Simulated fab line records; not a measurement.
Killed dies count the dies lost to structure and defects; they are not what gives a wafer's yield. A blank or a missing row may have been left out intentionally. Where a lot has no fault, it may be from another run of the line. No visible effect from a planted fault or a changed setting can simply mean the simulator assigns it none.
Matching of chambers    flow nand_harc    NHARC_A_STAIRCASE_ETCHBACK_422 on rie_diel-09 has 4 sister chambers
The step etches the open film in CH3F/O2, target depth 40 nm, time 74.286 s. 8 wafers are shown with their chamber, then 7 later ones without.

## WAFERS PAIRED WITH THEIR CHAMBERS
wafer   chamber  drypump_motor_current_A (A)  showerhead_plenum_p_Torr (Torr)
L261.1  2        5.78                         2.42
L261.5  1        5.72                         2.60
L273.4  0        5.76                         2.53
L273.5  1        5.66                         2.58
L271.4  0        5.77                         2.53
L271.5  3        5.22                         2.43
L274.1  2        5.74                         2.41
L274.5  3        5.21                         2.44

## WAFERS MISSING THEIR CHAMBER
wafer   drypump_motor_current_A (A)  showerhead_plenum_p_Torr (Torr)
L274.6  5.78                         2.53
L272.1  5.67                         2.58
L272.5  5.74                         2.41
L272.6  5.67                         2.58
L280.4  5.17                         2.43
L280.5  5.20                         2.43
L280.6  5.79                         2.52

## EACH ONE'S CHAMBER
wafer   from the rows above  in truth
L274.6  0                    0
L272.1  1                    1
L272.5  2                    2
L272.6  1                    1
L280.4  3                    3
L280.5  3                    3
L280.6  0                    0
Correctly placed: 7 of 7. Number that these rows cannot place: 0. Number placed wrongly: 0.
How it was worked out, from the rows above alone: a wafer's distance from a chamber is the root of the sum, over the readings, of the square of ((its reading less the chamber's mean) divided by the reading's scatter). If the next closest chamber is less than 2 further off than the closest, the wafer can't be placed; otherwise it belongs to the closest. The mean given for a chamber averages the wafers shown for that chamber. The scatter is the square root of a quotient: the sum, over the shown wafers, of each reading's squared deviation from its chamber's mean, divided by wafers minus chambers.
